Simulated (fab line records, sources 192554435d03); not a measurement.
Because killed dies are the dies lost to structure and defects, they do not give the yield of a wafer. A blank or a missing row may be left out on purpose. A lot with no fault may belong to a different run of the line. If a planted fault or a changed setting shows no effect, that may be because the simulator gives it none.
Split-lot experiment ; flow n5_finfet ; 21 wafers read across 7 lots, on a route 1938 steps long

THE SPLIT ITSELF
At N5_BEOL_M9_TRENCH_ETCH_37 (etches SiCOH lowk in C4F6/O2, target depth 151.43 nm, time 49 s), the setting time_s was moved away from the recipe's 49 s on 9 of the 21 wafers read, by -19.8% to +14.0%. The other wafers ran this setting at the recipe's value.

FROM THE SPLIT TO THE READING: what the file shows between them, 12 steps
- N5_BEOL_M9_ETCH_41: etches SiCN in CH3F/O2, target depth 36.6 nm, time 70.1 s
- N5_BEOL_M9_STRIP_80: strips in N2/H2, time 10 s
- N5_BEOL_M9_OCD_MEAS_38
- N5_BEOL_M9_ALD_74: deposits TaN, target thk 2 nm, pulse time 2 s, purge time 3 s (also split here: ald_cycles)
- N5_BEOL_M9_SURFACE_TREAT_79
- N5_BEOL_M9_CVD_78: deposits Co from CCTBA/H2, target thk 2 nm, time 138.9 s
- N5_BEOL_M9_ECD_50: material Cu, target thk 318 nm
- N5_BEOL_M9_ANNEAL_51: time 90 s
- N5_BEOL_M9_CMP_52: polishes, stops on SiCOH lowk, t overpolish 7 s, target thk 140 nm
- N5_BEOL_M9_THK_MEAS_53: measures by xrf
- N5_BEOL_M9_PRE_CLEAN_55: time 15 s
- N5_BEOL_M9_DEP_56: deposits SiCN from 3MS/NH3, target thk 15 nm, time 26.5 s

THE READING
M9_RS (ohm/sq), read at N5_BEOL_M9_RS_MEAS_57 with a four-point probe. Typical for fault-free wafers on this fab line: 0.151 ohm/sq, with standard deviation 0.0037 ohm/sq.

wafer;tool, chamber at the split;time_s as run, s;against the recipe;M9_RS, ohm/sq;against lot-mates on the recipe
L076.2;rie_diel-06, 2;53.22;+8.6%;0.137;-0.010
L076.4;rie_diel-06, 1;49;recipe;0.147;-
L076.6;rie_diel-06, 1;53.22;+8.6%;0.135;-0.012
L082.1;rie_diel-02, 0;49;recipe;0.145;-
L082.2;rie_diel-02, 2;54.93;+12.1%;0.133;-0.017
L082.4;rie_diel-02, 2;49;recipe;0.155;-
L085.2;rie_diel-01, 1;43.24;-11.8%;0.180;+0.027
L085.3;rie_diel-01, 0;49;recipe;0.153;-
L085.5;rie_diel-01, 3;43.24;-11.8%;0.182;+0.029
L090.1;rie_diel-06, 3;49;recipe;0.145;-
L090.2;rie_diel-06, 2;55.85;+14.0%;0.129;-0.019
L090.6;rie_diel-06, 2;49;recipe;0.151;-
L091.1;rie_diel-06, 0,1;49;recipe;0.151;-
L091.4;rie_diel-06, 1;39.3;-19.8%;0.194;+0.041
L091.5;rie_diel-06, 0,1;49;recipe;0.155;-
L096.3;rie_diel-02, 0;49;recipe;0.147;-
L096.5;rie_diel-02, 0;49;recipe;0.146;-
L096.6;rie_diel-02, 2;49;recipe;0.157;-
L095.4;rie_diel-06, 1;49;recipe;0.152;-
L095.5;rie_diel-06, 3;45.37;-7.4%;0.162;+0.010
L095.6;rie_diel-06, 0;45.37;-7.4%;0.168;+0.016
The file does not say which wafer passed through which chamber wherever a row lists several chambers: such a row stands for several wafers.

THE FIT
A straight line over all 21 wafers: M9_RS changes by -0.002 ohm/sq for each +1% of time_s; r = -0.96; the points scatter about the line by 0.0045 ohm/sq.
The same after taking each lot's own level away (the mean of its wafers on the recipe; 21 wafers): -0.00181 ohm/sq for each +1%; r = -0.96; scatter 0.0041 ohm/sq.
On that fit, the largest move of time_s shifts the reading by 0.036 ohm/sq.
From 0.1470 to 0.1530 ohm/sq: that is the span of the lots' own levels, equal to 1.6 times the standard deviation above.
Hence the slope depends on the lot-to-lot level, as the two fits are not the same.
Check: for one of the wafers moved furthest among these (-19.8%), held out of the fit, the line's prediction against its lot-mates is +0.036 ohm/sq. Against them it came out at +0.041 ohm/sq.

ADDITIONAL SPLITS CARRIED BY THESE WAFERS
Before the reading, these wafers also passed through other splits. Each is held against what the fit with the lots' levels taken away leaves over:
other split on the same wafers;wafers away from the commonest value;r with M9_RS (lot level and that fit taken away)
N5_BEOL_M8_PECVD_70 temp_c;7;-0.17
N5_BEOL_M9_COAT_05 spin_rpm;5;+0.19
N5_BEOL_M9_ALD_74 ald_cycles;7;-0.18

THE WHOLE CHAIN: every reading that the file lists as answering this split, in the file's order
step;what it does;reading;change (the file's fit);r (the file's)
N5_BEOL_M9_TRENCH_ETCH_37;etches SiCOH lowk in C4F6/O2, target depth 151.43 nm, time 49 s;etch.depth_nm (the simulator's own value, which no gauge read);+1.44 nm for each +1% of the setting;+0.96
N5_BEOL_M9_TRENCH_ETCH_37;etches SiCOH lowk in C4F6/O2, target depth 151.43 nm, time 49 s;BEOL_M9.feature_depth_nm (the simulator's own value, which no gauge read);+1.44 nm for each +1% of the setting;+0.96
N5_BEOL_M9_TRENCH_ETCH_37;etches SiCOH lowk in C4F6/O2, target depth 151.43 nm, time 49 s;TiN_of_BEOL_M9_HM_DEP_02.thk_nm (the simulator's own value, which no gauge read);-0.0432 nm for each +1% of the setting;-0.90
N5_BEOL_M9_OCD_MEAS_38;;trench_depth_nm;+1.44 nm for each +1% of the setting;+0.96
N5_BEOL_M9_CMP_52;polishes, stops on SiCOH lowk, t overpolish 7 s, target thk 140 nm;Cu_of_BEOL_M9_ECD_50.thk_nm (the simulator's own value, which no gauge read);+1.39 nm for each +1% of the setting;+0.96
N5_BEOL_M9_THK_MEAS_53;measures by xrf;M9_THK;+1.43 for each +1% of the setting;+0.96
N5_BEOL_M9_RS_MEAS_57;measures by four-point-probe;M9_RS;-0.00181 for each +1% of the setting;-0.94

FILE'S OWN FIT
M9_RS changes by -0.00181 ohm/sq for each +1% of time_s, r = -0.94.
